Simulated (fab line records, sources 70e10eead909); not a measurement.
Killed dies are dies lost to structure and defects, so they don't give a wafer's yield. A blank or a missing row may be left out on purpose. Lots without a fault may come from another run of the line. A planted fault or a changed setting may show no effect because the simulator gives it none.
Which tool did it? | flow nand_harc | 6 lots, 18 wafers sampled, at 3 steps of a route of 1302

WHAT THE GAUGES READ, wafer by wafer
NHARC_A_ONON_D1_THK_MEAS_21: measures by ellipsometry.
lot  | measured     | on            | thk_nm (nm)
L478 | day 9 00:43  | film_metro-01 | 1000 999 999
L480 | day 10 00:19 | film_metro-02 | 998 997 999
L482 | day 10 23:53 | film_metro-01 | 990 990 990
L486 | day 12 12:36 | film_metro-02 | 998 1000 998
L492 | day 14 23:29 | film_metro-02 | 1711 1709 1710
L498 | day 17 04:05 | film_metro-01 | 1008 1011 1009

WHICH TOOL RAN EACH LOT (tool, then ch and the chambers of the sampled wafers, then the start)
lot  | NHARC_P_BONDPAD_DEGAS_25     | NHARC_A_ONON_D1_DEP_19
L478 | pvd_sputter-02, day 7 08:44  | pecvd_onon-01 ch 0, day 9 00:13
L480 | pvd_sputter-01, day 8 10:07  | pecvd_onon-02 ch 0, day 9 23:52
L482 | pvd_sputter-03, day 9 06:36  | pecvd_onon-01 ch 0, day 10 23:30
L486 | pvd_sputter-02, day 10 22:02 | pecvd_onon-03 ch 0, day 12 12:13
L492 | pvd_sputter-03, day 13 08:13 | pecvd_onon-03 ch 0, day 14 23:03
L498 | pvd_sputter-01, day 15 14:59 | pecvd_onon-01 ch 0, day 17 03:34
- NHARC_P_BONDPAD_DEGAS_25: time 60 s.
- NHARC_A_ONON_D1_DEP_19: target thk 1000 nm.

THE ANSWER, worked out from the rows above alone
Rule: what is usual is taken from the lots themselves. Put in order of their means at a reading, lots are off if they are a third of the lots or fewer, leave a main group of 4 or more, and stand apart from it by a gap of 3 or more times the standard deviation of the main group's means; of several such gaps the widest counts. A main group whose means are all the same, to the digits that the tables above print for the reading, isn't used. A lot without any number at a reading at which 4 lots or more have one is off too. The other lots that the step has rows for count as sound.
Off: L492, at NHARC_A_ONON_D1_THK_MEAS_21 (thk_nm). The main group: mean 999 nm, standard deviation 6.1.
A tool fits if, at a process step before that reading, it ran every lot that is off, and no sound lot after the first of them. The gauges at NHARC_A_ONON_D1_THK_MEAS_21 are tried like those tools. Can't be told from this: 3 tools fit, pvd_sputter-03 at NHARC_P_BONDPAD_DEGAS_25, pecvd_onon-03 at NHARC_A_ONON_D1_DEP_19, film_metro-02 at NHARC_A_ONON_D1_THK_MEAS_21.

WHAT THE SIMULATOR HAD PUT IN
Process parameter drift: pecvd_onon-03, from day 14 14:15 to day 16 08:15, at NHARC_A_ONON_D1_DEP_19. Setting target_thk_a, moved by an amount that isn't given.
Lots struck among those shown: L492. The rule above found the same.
